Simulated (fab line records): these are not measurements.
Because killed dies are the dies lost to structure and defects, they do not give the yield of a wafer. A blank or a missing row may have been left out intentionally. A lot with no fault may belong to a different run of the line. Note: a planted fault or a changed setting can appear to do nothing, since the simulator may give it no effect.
Struck lot and sound lot, side by side    flow nand_harc    14 out of 1159 route steps
Sound: these wafers, L430.1, L430.4, L430.6. Struck: wafers L441.2, L441.6 (left out: L441.1, a lot-mate that was not struck); the cause follows at the end.
Each step with rows lists, per side, the tool, then ch with its chambers, then its first start. Under that, the readings that differ: sound wafers    struck wafers    difference of the means    sigmas: that difference in standard deviations of wafers without a fault.
alike: words and numbers the same on both sides, and readings whose means are apart by under 2 such deviations; not compared: readings that were withheld, readings missing a value for some wafer, numbers with overlapping values and no deviation given by the record, and bounds like >300 which may hide the same value.
A row with sigmas, a row that says differs or no value, or rows on one side alone: a step with any of these is where the two part. Numbers that don't overlap but have no deviation are shown without sigmas and don't part them. Lack of a reading on every wafer of one side parts them only where that side has two or more wafers.

first, 6 steps without rows for these wafers: NHARC_A_SLIT_COAT_03 (resist thk 90 nm); NHARC_A_SLIT_SOFTBAKE_04 (time 55 s); NHARC_A_SLIT_EBR_05; NHARC_A_SLIT_EXPOSE_06 (exposes mask SLIT); NHARC_A_SLIT_PEB_07 (peb time 65 s); NHARC_A_SLIT_DEVELOP_08 (develop time 35 s).
NHARC_A_SLIT_CD_MEAS_09: target cd 300 nm.
  sound on cd_sem-01 ch 0, day 16 00:17; struck on cd_sem-02 ch 0, day 18 15:41
  alike: cd_nm
NHARC_A_SLIT_OVL_MEAS_10:
  sound on overlay-01 at day 16 00:23; struck on overlay-02 at day 18 15:46
  alike: overlay_x_nm, overlay_y_nm
NHARC_A_SLIT_INSPECT_11:
  sound on defect_inspect-01 at day 16 00:25; struck on defect_inspect-02 at day 18 15:49
  alike: raw_defect_count
NHARC_A_SLIT_DESCUM_14: chemistry O2, time 3 s.
  sound on rie_diel-07 ch 0,1,2, day 16 00:29; struck on rie_diel-05 ch 0,2, day 18 15:53
  alike: drypump_motor_current_A, oes_product_au, rf_vpp_V, showerhead_plenum_p_Torr, throttle_valve_pct
  not compared: rf_hours_counter_h
NHARC_A_SLIT_ETCH_24: etches the open film in CF4/CHF3, target depth 121 nm, time 60.5 s.
  sound on rie_diel-07 ch 1,2,3, day 16 00:34; struck on rie_diel-05 ch 0,2, day 18 15:58
  alike: drypump_motor_current_A, oes_product_au, rf_vpp_V, showerhead_plenum_p_Torr, throttle_valve_pct
  not compared: rf_hours_counter_h
NHARC_A_SLIT_ETCH_15: etches the open film in O2/COS, target depth 3200 nm, time 832 s.
  sound on rie_diel-07 ch 0,1,2; struck on rie_diel-05 ch 0,3
  alike: drypump_motor_current_A, oes_product_au, rf_vpp_V, showerhead_plenum_p_Torr, throttle_valve_pct
  not compared: rf_hours_counter_h
NHARC_A_SLIT_ETCH_17: etches the open film in C4F8/O2/Ar, time 1687.5 s, target depth 10100 nm.
  sound on har_etch-01 ch 0,1, day 16 02:56; struck on har_etch-02 ch 1, day 18 16:39
reading                  sound              struck       difference  sigmas
model.A_SLIT.cd_nm (nm)  289.5 289.5 289.5  287.3 287.3  -2.2        
  alike: drypump_motor_current_A, showerhead_plenum_p_Torr, throttle_valve_pct
  not compared: rf_hours_counter_h
NHARC_A_SLIT_ETCH_26: etches the open film in C4F8/O2/Ar, time 90 s, target depth 400 nm.
  sound on har_etch-01 ch 0,1, day 16 04:25; struck on har_etch-02 ch 1, day 18 18:07
  alike: bias_v, drypump_motor_current_A, showerhead_plenum_p_Torr, throttle_valve_pct
  not compared: rf_hours_counter_h

## WHERE THEY PART
Nowhere in this record.

WHY: what had been put in by the simulator
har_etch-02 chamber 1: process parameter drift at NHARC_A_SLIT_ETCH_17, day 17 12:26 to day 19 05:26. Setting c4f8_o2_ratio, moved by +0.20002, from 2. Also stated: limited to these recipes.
